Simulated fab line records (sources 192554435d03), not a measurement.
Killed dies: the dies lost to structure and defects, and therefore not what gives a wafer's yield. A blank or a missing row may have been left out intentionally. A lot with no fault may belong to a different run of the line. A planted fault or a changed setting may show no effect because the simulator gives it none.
What tool caused it?    flow n5Finfet    11 lots with 33 wafers sampled at 2 steps, on a route of 1938 steps

## WHAT EACH GAUGE READ, for each wafer
N5_BEOL_M14_RS_MEAS_54: a four-point-probe measurement.
lot   measured      on            M14_RS (ohm/sq)
L609  day 11 05:26  filmMetro-01  0.0331 0.0321 0.0330
L611  day 11 19:14  filmMetro-02  0.0335 0.0325 0.0330
L612  day 11 20:27  filmMetro-02  0.0333 0.0328 0.0336
L613  day 12 01:01  filmMetro-01  0.0345 0.0323 0.0322
L614  day 12 10:27  filmMetro-01  0.0338 0.0337 0.0326
L618  day 13 22:45  filmMetro-02  0.0331 0.0323 0.0339
L620  day 14 07:38  filmMetro-02  0.0322 0.0334 0.0341
L621  day 14 13:49  filmMetro-02  0.0328 0.0336 0.0347
L629  day 16 06:20  filmMetro-02  0.0326 0.0322 0.0333
L628  day 16 09:03  filmMetro-01  0.0334 0.0330 0.0320
L630  day 17 00:10  filmMetro-02  0.0328 0.0335 0.0336

## WHICH TOOL RAN EACH LOT (tool, then ch and the chambers of the sampled wafers, then the start)
lot   N5_BEOL_M10_ECD_50
L609  ecdCu-02 ch 0,1, day 9 23:10
L611  ecdCu-02 ch 0,1, day 10 06:52
L612  ecdCu-02 ch 0, day 10 16:31
L613  ecdCu-02 ch 0,1, day 10 16:45
L614  ecdCu-02 ch 1, day 10 23:41
L618  ecdCu-01 ch 0,1, day 12 20:17
L620  ecdCu-01 ch 1, day 13 06:10
L621  ecdCu-01 ch 0,1, day 13 09:57
L629  ecdCu-02 ch 0,1, day 14 22:46
L628  ecdCu-02 ch 0, day 15 04:48
L630  ecdCu-02 ch 0,1, day 15 23:28
- N5_BEOL_M10_ECD_50: material Cu, target thk 318 nm.

## AS READ BY THE TOOLS THEMSELVES (means over the sampled wafers that have a number; for cases with no such wafer, the mark the record gives instead)
The record holds no such reading with a usual standard deviation.

## THE ANSWER, worked out from the rows above alone
Rule: usual is defined by the lots themselves. The widest of any qualifying gaps counts: lots, ordered by their means at a reading, are off when they make up no more than a third of the lots, leave a main group of 4 or more, and stand apart from it by 3 or more times the standard deviation of that group's means. The tables above print the reading to a certain number of digits; a main group whose means all agree to those digits is not used. Also off: a lot with no number at a reading for which 4 or more lots have one. All remaining lots with rows at the step are treated as sound. First the gauges in route order, then the tools' own readings, where a lot's mean is used as printed above. The first step at which some lot is off is used, and at that step the reading that is off furthest; a lot without a number counts as furthest.
None of the lots is off at any reading shown; this tells nothing.

## WHAT HAD BEEN PUT IN BY THE SIMULATOR
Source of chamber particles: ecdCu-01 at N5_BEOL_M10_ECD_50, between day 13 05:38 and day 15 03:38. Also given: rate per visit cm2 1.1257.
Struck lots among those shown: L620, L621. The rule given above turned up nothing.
